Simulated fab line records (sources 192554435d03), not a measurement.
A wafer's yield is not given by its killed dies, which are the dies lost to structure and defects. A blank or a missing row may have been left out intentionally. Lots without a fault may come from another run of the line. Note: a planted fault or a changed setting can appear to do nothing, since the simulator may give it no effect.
Matching of chambers :: flow n5_finfet :: N5_BEOL_M3_ETCHBACK_99 on rie_diel-04 has 4 sister chambers
The step etches SiO2 in CHF3, target depth 5 nm, time 10.4 s. 8 wafers are shown with their chamber, then 7 later ones without.

EACH WAFER AND ITS CHAMBER
wafer: L082.1
chamber: 2
throttle_valve_pct (%): 17.01
rf_vpp_V (V): 230

wafer: L082.4
chamber: 3
throttle_valve_pct (%): 17.55
rf_vpp_V (V): 242

wafer: L082.6
chamber: 1
throttle_valve_pct (%): 17.04
rf_vpp_V (V): 239

wafer: L086.2
chamber: 2
throttle_valve_pct (%): 17.02
rf_vpp_V (V): 228

wafer: L086.3
chamber: 0
throttle_valve_pct (%): 17.35
rf_vpp_V (V): 243

wafer: L086.4
chamber: 0
throttle_valve_pct (%): 17.36
rf_vpp_V (V): 243

wafer: L089.1
chamber: 1
throttle_valve_pct (%): 17.07
rf_vpp_V (V): 238

wafer: L089.3
chamber: 3
throttle_valve_pct (%): 17.57
rf_vpp_V (V): 242

WAFERS WITHOUT THEIR CHAMBER
wafer: L089.4
throttle_valve_pct (%): 17.04
rf_vpp_V (V): 229

wafer: L091.3
throttle_valve_pct (%): 17.02
rf_vpp_V (V): 228

wafer: L091.4
throttle_valve_pct (%): 17.08
rf_vpp_V (V): 239

wafer: L091.5
throttle_valve_pct (%): 17.05
rf_vpp_V (V): 229

wafer: L090.1
throttle_valve_pct (%): 17.56
rf_vpp_V (V): 244

wafer: L090.2
throttle_valve_pct (%): 17.03
rf_vpp_V (V): 230

wafer: L090.6
throttle_valve_pct (%): 17.11
rf_vpp_V (V): 240

CHAMBER TAKEN BY EACH
wafer: L089.4
from the rows above: 2
in truth: 2

wafer: L091.3
from the rows above: 2
in truth: 2

wafer: L091.4
from the rows above: 1
in truth: 1

wafer: L091.5
from the rows above: 2
in truth: 2

wafer: L090.1
from the rows above: 3
in truth: 3

wafer: L090.2
from the rows above: 2
in truth: 2

wafer: L090.6
from the rows above: 1
in truth: 1
7 of 7 placed correctly. Can't be placed from these rows: 0. 0 placed wrongly.
How it was worked out, from the rows above alone: a wafer's distance from a chamber is the root of the sum, over the readings, of the square of ((its reading less the chamber's mean) divided by the reading's scatter). The wafer belongs to the nearest chamber; if the next one is less than 2 further off, it can't be placed. The mean given for a chamber averages the wafers shown for that chamber. The scatter: take each reading less its chamber's mean, square it, sum over the shown wafers, divide by the number of wafers less the number of chambers, and take the root.
